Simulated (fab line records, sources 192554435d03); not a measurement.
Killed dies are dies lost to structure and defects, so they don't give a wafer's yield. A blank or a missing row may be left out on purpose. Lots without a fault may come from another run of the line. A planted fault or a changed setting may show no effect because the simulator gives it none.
Problem report in the 8D (eight disciplines) form, filled by code | flow n5_finfet | the parts of the form that need people (team, actions taken, sign-off) are left out

1. THE PROBLEM
run_length_s at N5_MOL_CONTACT_COAG_ALD_27 reads a mean of 1257.8 s on 3 wafers of 3 lots; wafers without a fault read 2769.8 s with a standard deviation of 0.67. That is -99 or more standard deviations from the usual mean.
The step: deposits SiOC, target thk 17 nm, pulse time 1.5 s, time 2720 s.
First seen on wafer L497.3, day 7 20:29, on ald_sin-02. The record holds 26 wafers of 10 lots with a number at this step. Rule for "out", or "out of limits": more than 4 standard deviations from the usual mean. The other wafers with a number count as sound.

2. WHAT IT IS AND WHAT IT IS NOT
question                    | is                     | is not
which readings at this step | run_length_s           | heater_power_w, precursor_pulse_height_rel
which lots                  | L497, L499, L500       | L486, L487, L493, L504, L506, L507, L509
which wafers of those lots  | L497.3, L499.1, L500.1 | L497.5, L499.5, L499.6, L500.2
read on which tools         | ald_sin-02             | ald_sin-01, ald_sin-03
when                        | from day 7 20:29       | up to then (10 sound wafers); but 13 sound wafers of L499, L500, L504, L506, L507, L509 came after

3. SUSPECTS, AND WHAT RULES EACH OUT
Counting: a tool at a process step up to the reading stays a suspect if it ran every lot that is out. Sound lots after the first of them don't rule it out here, since some wafers of a struck lot are sound.
- ald_sin-02 at N5_MOL_CONTACT_COAG_ALD_27 (deposits SiOC, target thk 17 nm, pulse time 1.5 s, time 2720 s): kept. It ran every lot that is out, first L497 (day 7 20:29). Its own readings are out on those wafers: run_length_s.
Left after counting: ald_sin-02 at N5_MOL_CONTACT_COAG_ALD_27.

4. THE CAUSE (what the simulator had put in)
Process parameter drift: ald_sin-02, from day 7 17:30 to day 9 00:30, at N5_MOL_CONTACT_COAG_ALD_27. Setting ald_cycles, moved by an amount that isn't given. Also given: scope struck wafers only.
Counting left only this tool.

5. THE CHAIN OF EFFECTS, in route order
Each row: a reading whose mean over the struck wafers that have a number lies more than 3 standard deviations from the usual. Only readings for which the record gives a usual standard deviation are gone through. hours: the time from each lot's start at the first step in this table that gives one to its start at this step, as a median over the lots. sigmas: the change in usual standard deviations.
hours | step                        | reading        | usual     | on struck wafers | change  | sigmas
0     | N5_MOL_CONTACT_COAG_ALD_27  | run_length_s   | 2769.8 s  | 1257.8           | -1512.0 | -99 or more
5     | N5_MOL_CONTACT_COAG_ETCH_48 | oes_product_au | 0.67 a.u. | 0.45             | -0.22   | -3.8
The process steps in it:
- N5_MOL_CONTACT_COAG_ALD_27: deposits SiOC, target thk 17 nm, pulse time 1.5 s, time 2720 s.
- N5_MOL_CONTACT_COAG_ETCH_48: etches SiOC in C4F6/O2, target depth 15 nm, overetch 4.5 nm, time 17 s.
Later measuring or inspecting steps at which every struck wafer that the step has a row for has a number for every such reading, and none has moved that far: N5_BEOL_M4_RC_MEAS_101.

6. WHAT WOULD HAVE CAUGHT IT SOONER
In this record the first reading out of limits was taken at day 7 20:29, 3 hours after the fault began at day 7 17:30.
